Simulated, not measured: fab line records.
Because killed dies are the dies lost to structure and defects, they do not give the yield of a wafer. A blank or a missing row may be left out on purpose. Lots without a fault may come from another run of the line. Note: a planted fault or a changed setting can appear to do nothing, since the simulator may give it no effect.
fab line records	flow nand_harc
[record] lots = 6	wafers = 18	last_day = 24
route steps=1159 shown A_SLIT@803 A_SIN_REMOVE@804 A_WL_FILL@809 END@1159
lots untouched by any fault: they come from a run of this same line in which no faults occurred
start_h: hours from the record's first day to the start of the lot's first wafer shown	wait_h: how many hours have passed since the lot's step before this one	" the same as in the row above	L1.1+2: one row covering several wafers at once	- no value present, or no start provided	* or withheld: withheld	< > ~ a bound
route shown NAME@n: names a module that has steps shown in the file, with the first one's number in the route	usual: mean/standard deviation taken from wafers without a fault	same: alike in all rows	chamber/n: place in a boat	sites: per-site readings	_std_site: standard deviation across them	_edge_site: inner sites' mean taken away from outer sites' mean	radius_mm: how far each site lies from the wafer's centre	mask NAME#n: copy n	behind: the last tool/chamber to shape the wafer	hold: the reason the lot was held/the length of the hold in hours/how it ended	device: the n, p or np transistor that did not switch	end of line: at the end of the route, the tests of the same wafers	for a step that has no rows: nothing shown but its recipe	killed: not the wafer's yield, but the dies lost to structure and defects at the first sort	map: a wafer's dies, x killed, . not, _ none there
set.NAME: the setting as run; set.NAME@STEP: as run at that earlier step	model.NAME: the simulator's own value behind a step, which no gauge read
certain route steps with their lots: each step a table, each wafer a row
services: the hour from which a tool's chamber was out of use, counted from the record's first day as start_h (under 0 if before that day), plus the number of hours and why
[[steps]]
[step NHARC_A_SLIT_CD_MEAS_21]
[usual] cd_nm = 289.6/1.1
lot.wafer	tool	chamber	start_h	wait_h	cd_nm
L784.2	cd_sem-02	-	311.90	-	290.8
L784.4	"	-	"	"	287.1
L784.5	"	-	"	"	289.6
L786.1	cd_sem-03	-	333.96	-	289.3
L786.3	"	-	"	"	290.9
L786.5	"	-	"	"	289.5
L795.3	cd_sem-03	-	395.50	-	290.6
L795.5	"	-	"	"	291.2
L795.6	"	-	"	"	289.6
L796.2	cd_sem-01	-	410.70	-	288.8
L796.4	"	-	"	"	290.1
L796.5	"	-	"	"	291.2
L803.2	cd_sem-02	-	444.64	-	289.6
L803.3	"	-	"	"	288.8
L803.4	"	-	"	"	289.1
L807.1	cd_sem-03	-	458.64	-	290.0
L807.3	"	-	"	"	289.3
L807.6	"	-	"	"	289.6
[step NHARC_A_SIN_REMOVE_WET_00]
[recipe] temp_c = 160	time_s = 15300	chemistry = H3PO4
[step NHARC_A_SIN_REMOVE_PRECLEAN_01]
[recipe] time_s = *	temp_c = 50	bath_age_min = 0	chemistry = SC1
[step NHARC_A_SIN_REMOVE_SRD_02]
[step NHARC_A_SIN_REMOVE_INSPECT_04]
[usual] raw_defect_count = 310/75
lot.wafer	tool	chamber	start_h	wait_h	raw_defect_count
L784.2	defect_inspect-02	-	319.56	0.0	331
L784.4	"	-	"	"	373
L784.5	"	-	"	"	342
L786.1	defect_inspect-02	-	340.96	0.0	247
L786.3	"	-	"	"	278
L786.5	"	-	"	"	222
L795.3	defect_inspect-01	-	403.17	0.0	442
L795.5	"	-	"	"	375
L795.6	"	-	"	"	337
L796.2	defect_inspect-01	-	417.83	0.0	272
L796.4	"	-	"	"	197
L796.5	"	-	"	"	211
L803.2	defect_inspect-02	-	452.34	0.0	397
L803.3	"	-	"	"	346
L803.4	"	-	"	"	431
L807.1	defect_inspect-02	-	466.37	0.0	373
L807.3	"	-	"	"	396
L807.6	"	-	"	"	281
[step NHARC_A_WL_FILL_ALD_00]
[recipe] target_thk_a = 30	pulse_time_s = 3	ald_cycles = 30	temp_c = 300	material = Al2O3
[usual] heater_power_outer_w = 275/34	heater_power_w = 483/56	precursor_pulse_height_rel = 0.999/0.019
lot.wafer	tool	chamber	start_h	wait_h	heater_power_outer_w	heater_power_w	precursor_pulse_height_rel
L784.2	ald_hk-01	0	319.79	0.2	306	493	1.021
L784.4	"	1	"	"	256	427	1.034
L784.5	"	0	"	"	310	496	1.010
L786.3	ald_hk-04	2	341.20	0.2	247	432	0.992
L786.1	"	0	"	"	302	509	0.999
L786.5	"	1	"	"	354	610	0.948
L795.3	ald_hk-03	3	403.27	0.1	276	450	1.031
L795.6	"	2	"	"	271	446	0.986
L795.5	"	3	"	"	274	453	0.981
L796.4	ald_hk-04	2	417.90	0.1	260	472	1.027
L796.2	"	1	"	"	346	577	0.988
L796.5	"	3	"	"	274	512	1.013
L803.4	ald_hk-01	1	453.01	0.7	243	406	0.987
L803.3	"	2	"	"	246	461	0.981
L803.2	"	3	"	"	267	517	0.999
L807.1	ald_hk-01	3	466.46	0.1	266	529	0.997
L807.3	"	1	"	"	237	421	0.997
L807.6	"	2	"	"	242	471	0.990
[step NHARC_A_WL_FILL_RTA_01]
[recipe] temp_c = 1000	time_s = 5
[step NHARC_A_WL_FILL_ALD_02]
[recipe] target_thk_a = 20	pulse_time_s = 3	ald_cycles = 100	temp_c = 450	material = TiN
[usual] heater_power_outer_w = 707/71	heater_power_w = 1108/84	precursor_pulse_height_rel = 1.001/0.02
lot.wafer	tool	chamber	start_h	wait_h	heater_power_outer_w	heater_power_w	precursor_pulse_height_rel
L784.2	ald_metal-02	1	320.32	0.2	731	1220	1.005
L784.4	"	2	"	"	760	1154	0.990
L784.5	"	3	"	"	907	1362	1.004
L786.3	ald_metal-03	1	341.66	0.1	679	1087	0.954
L786.1	"	3	"	"	673	1081	0.991
L786.5	"	2	"	"	703	1067	1.004
L795.3	ald_metal-02	2	403.83	0.2	776	1118	1.028
L795.5	"	3	"	"	871	1259	0.999
L795.6	"	0	"	"	614	972	1.004
L796.2	ald_metal-03	2	418.55	0.2	690	1077	0.999
L796.5	"	3	"	"	687	1080	1.000
L796.4	"	1	"	"	694	1098	1.004
L803.3	ald_metal-04	0	453.50	0.2	758	1088	1.008
L803.2	"	1	"	"	676	1117	1.001
L803.4	"	2	"	"	689	1133	1.020
L807.3	ald_metal-04	2	466.92	0.1	695	1135	1.002
L807.1	"	1	"	"	687	1128	0.998
L807.6	"	1	"	"	677	1117	1.002
[step NHARC_A_WL_FILL_CVD_03]
[recipe] target_thk_a = 400	temp_c = 300	pressure_torr = 40	wf6_flow_sccm = 40	h2_flow_sccm = 1600	ar_flow_sccm = 1560	time_s = 3302	material = W
[usual] chamber_pressure_Torr = 40.00/0.081	heater_power_outer_w = 291/28	heater_power_w = 503/42	throttle_valve_pct = 7.78/0.22
lot.wafer	tool	chamber	start_h	wait_h	chamber_pressure_Torr	heater_power_outer_w	heater_power_w	throttle_valve_pct
L784.2	cvd_w-02	1	328.36	7.7	40.07	261	466	7.97
L784.4	"	0	329.77	9.1	40.03	325	545	7.88
L784.5	"	0	"	"	39.93	316	536	7.59
L786.1	cvd_w-01	0	350.68	8.6	39.99	323	552	7.70
L786.3	"	0	352.57	10.5	40.03	320	543	7.37
L786.5	"	0	354.46	12.4	40.06	318	537	7.67
L795.3	cvd_w-01	1	409.44	5.3	40.07	247	438	7.74
L795.6	"	1	"	"	40.20	254	441	7.82
L795.5	"	0	"	"	40.13	320	548	7.44
L796.2	cvd_w-01	1	421.74	2.7	40.03	256	446	7.55
L796.4	"	0	423.15	4.1	40.01	315	542	7.69
L796.5	"	0	"	"	40.00	313	541	7.76
L803.2	cvd_w-01	1	458.49	4.6	40.15	244	441	7.78
L803.4	"	1	"	"	40.02	251	454	7.60
L803.3	"	0	"	"	39.98	321	550	7.96
L807.1	cvd_w-01	1	467.90	0.5	40.09	255	437	7.98
L807.3	"	1	"	"	39.99	250	430	7.86
L807.6	"	0	"	"	39.99	321	542	7.79
[step NHARC_A_WL_FILL_ETCHBACK_04]
[recipe] target_depth_a = 600	time_s = 120	chemistry = NF3
[usual] drypump_motor_current_A = 6.0/0.3	oes_product_au = 0.999/0.013	run_length_s = 141.6/0.48
lot.wafer	tool	chamber	start_h	wait_h	drypump_motor_current_A	oes_product_au	rf_hours_counter_h	run_length_s
L784.2	rie_metal-01	1	331.67	2.8	5.9	0.994	4.8	142.1
L784.4	"	0	"	"	6.6	0.994	-	141.9
L784.5	"	0	"	"	6.6	0.994	-	142.3
L786.1	rie_metal-03	1	356.85	5.2	6.2	1.011	1.0	141.2
L786.3	"	0	"	"	5.9	1.006	-	141.8
L786.5	"	1	"	"	6.1	1.007	-	141.3
L795.3	rie_metal-03	1	411.93	2.0	6.2	0.991	-	141.9
L795.6	"	0	"	"	5.9	0.999	-	141.8
L795.5	"	1	"	"	6.2	1.013	-	141.3
L796.2	rie_metal-03	0	425.06	2.9	5.9	1.002	4.0	141.9
L796.4	"	0	"	"	5.9	0.992	-	141.8
L796.5	"	1	"	"	6.2	1.012	-	142.0
L803.2	rie_metal-01	1	461.82	2.9	5.9	0.993	2.5	142.2
L803.4	"	0	"	"	6.6	0.996	-	142.1
L803.3	"	1	"	"	6.0	0.997	-	142.0
L807.1	rie_metal-01	1	470.72	2.4	6.0	1.000	3.0	141.6
L807.3	"	1	"	"	5.9	1.000	-	142.1
L807.6	"	0	"	"	6.5	0.995	-	142.5
[step NHARC_A_WL_FILL_ETCHBACK_05]
[recipe] target_depth_a = 220	time_s = 60	temp_c = 40	chemistry = Cl2/BCl3
[usual] drypump_motor_current_A = 6.0/0.3	oes_product_au = 0.998/0.014	run_length_s = 81.5/0.48
lot.wafer	tool	chamber	start_h	wait_h	drypump_motor_current_A	oes_product_au	rf_hours_counter_h	run_length_s
L784.2	rie_metal-01	1	331.92	0.2	5.9	1.013	5.0	82.0
L784.4	"	1	"	"	5.9	1.010	-	81.9
L784.5	"	1	"	"	5.9	1.005	-	81.5
L786.1	rie_metal-03	1	357.10	0.2	6.2	1.001	1.1	81.1
L786.3	"	1	"	"	6.2	1.005	-	81.2
L786.5	"	1	"	"	6.2	1.021	-	81.2
L795.3	rie_metal-03	0	412.11	0.1	5.9	1.004	-	81.7
L795.5	"	1	"	"	6.1	1.010	-	86.9
L795.6	"	0	"	"	5.9	1.009	-	82.1
L796.2	rie_metal-03	1	425.32	0.2	6.2	1.020	3.1	81.2
L796.4	"	0	"	"	5.9	1.006	-	82.0
L796.5	"	1	"	"	6.2	1.006	-	86.4
L803.2	rie_metal-01	1	462.04	0.2	6.0	0.994	2.7	81.6
L803.4	"	0	"	"	6.5	0.992	-	82.0
L803.3	"	1	"	"	6.0	1.004	-	81.8
L807.1	rie_metal-01	1	470.96	0.2	5.9	0.999	3.1	81.7
L807.3	"	1	"	"	5.9	1.003	-	81.9
L807.6	"	1	"	"	5.9	1.004	-	81.6
[step NHARC_A_WL_FILL_STRIP_27]
[recipe] power_w = 1500	temp_c = 250	time_s = 20	chemistry = N2/H2
[usual] drypump_motor_current_A = 5.6/0.32	heater_power_w = 316/20	rf_refl_power_W = 20/4.6
lot.wafer	tool	chamber	start_h	wait_h	drypump_motor_current_A	heater_power_w	rf_hours_counter_h	rf_refl_power_W
L784.2	plasma_asher-01	1	332.07	0.1	6.1	329	13	-
L784.4	"	1	"	"	6.1	322	-	-
L784.5	"	1	"	"	6.1	310	-	-
L786.1	plasma_asher-02	0	357.25	0.1	5.2	341	54	13
L786.3	"	0	"	"	5.3	351	-	14
L786.5	"	0	"	"	5.3	347	-	14
L795.3	plasma_asher-01	1	412.25	0.1	6.1	308	-	19
L795.5	"	1	"	"	6.1	315	-	19
L795.6	"	0	"	"	5.3	351	-	22
L796.2	plasma_asher-01	1	425.45	0.1	6.1	316	49	19
L796.4	"	1	"	"	6.1	321	-	20
L796.5	"	0	"	"	5.3	353	-	22
L803.2	plasma_asher-01	1	462.17	0.1	6.1	301	0	-
L803.4	"	1	"	"	6.1	311	-	-
L803.3	"	0	"	"	5.4	332	-	-
L807.1	plasma_asher-01	1	471.10	0.1	6.2	308	5	19
L807.3	"	1	"	"	6.1	306	-	19
L807.6	"	0	"	"	5.3	340	-	21
[step NHARC_END_SORT_01]
[recipe] temp_c = 25
[usual] killed_at_array = 30/10	killed_at_other = 0.5/0.82	killed_at_periphery = 2.9/2	killed_dies = 34/11	killed_open = 3.2/1.8	killed_short = 2.0/1.4
[same] gross_dies = 677
lot.wafer	tool	chamber	start_h	wait_h	killed_at_array	killed_at_other	killed_at_periphery	killed_dies	killed_open	killed_short
L795.6	prober-01	0	519.83	3.9	26	0	4	30	3	4
// killed by level:class
L795.6 A_CHANNEL_HOLE_D1:chamber_film_flake=13 A_CONTACT:chamber_film_flake=3 A_STAIRCASE:chamber_film_flake=2 P_CONTACT:geometric_particle:open=1 A_SOURCE_PLATE:geometric_particle:short=1 A_ONON_D1:geometric_particle:short=1 A_WL_FILL:geometric_particle:short=1 A_CONTACT:geometric_particle:open=1
[[services]]
tool	chamber	start_h	hours	kind
cvd_w-01	-	297.69	13.0	pm
rie_metal-03	1	312.31	6.6	repair
cvd_w-01	1	320.61	75.2	repair
ald_metal-03	-	322.00	10.0	pm
ald_metal-02	0	330.63	3.2	repair
rie_metal-01	-	332.00	9.0	pm
rie_metal-01	0	332.00	9.0	vent_cycle
rie_metal-01	1	332.00	27.7	vent_cycle
rie_metal-01	0	341.00	-	clean
ald_metal-02	3	352.27	2.4	repair
ald_metal-02	-	354.61	2.8	repair
plasma_asher-02	-	360.40	9.0	pm
rie_metal-03	1	363.26	5.5	repair
ald_metal-02	-	364.00	10.0	pm
cvd_w-02	-	381.02	13.0	pm
rie_metal-01	1	381.49	16.7	repair
ald_hk-04	-	393.82	10.0	pm
ald_metal-04	-	406.00	10.0	pm
ald_hk-01	-	407.01	10.0	pm
ald_metal-03	0	410.25	14.4	repair
ald_metal-03	-	417.13	1.3	repair
ald_metal-03	-	444.64	12.5	repair
plasma_asher-01	-	453.00	9.0	pm
rie_metal-03	-	453.11	9.0	pm
[[key]]
[first_sign] step = NHARC_A_WL_FILL_ETCHBACK_05	reading = run_length_s	direction = up	sigmas = 11	usual = *	struck = *
effect none on later readings
met_at NHARC_A_WL_FILL_ETCHBACK_05
struck_wafers L795.5,L796.5
tester_left_out L795,L796
onset_between 357.10 412.11
[fault] kind = process_parameter_drift	tool = rie_metal-03	chamber = -	onset_h = 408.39	steps = NHARC_A_WL_FILL_ETCHBACK_05	channel = time_s	offset = *	shape = step	end_h = 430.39	scope = struck_wafers_only	acts_in = *	stated = *
// tester_left_out: of these lots the tester's yield and bins aren't shown, on N5 and GAA mostly nor the transistor test; their killed dies are dies lost to structure and defects alone, not to doping, threshold or leakage, so they don't give the yield
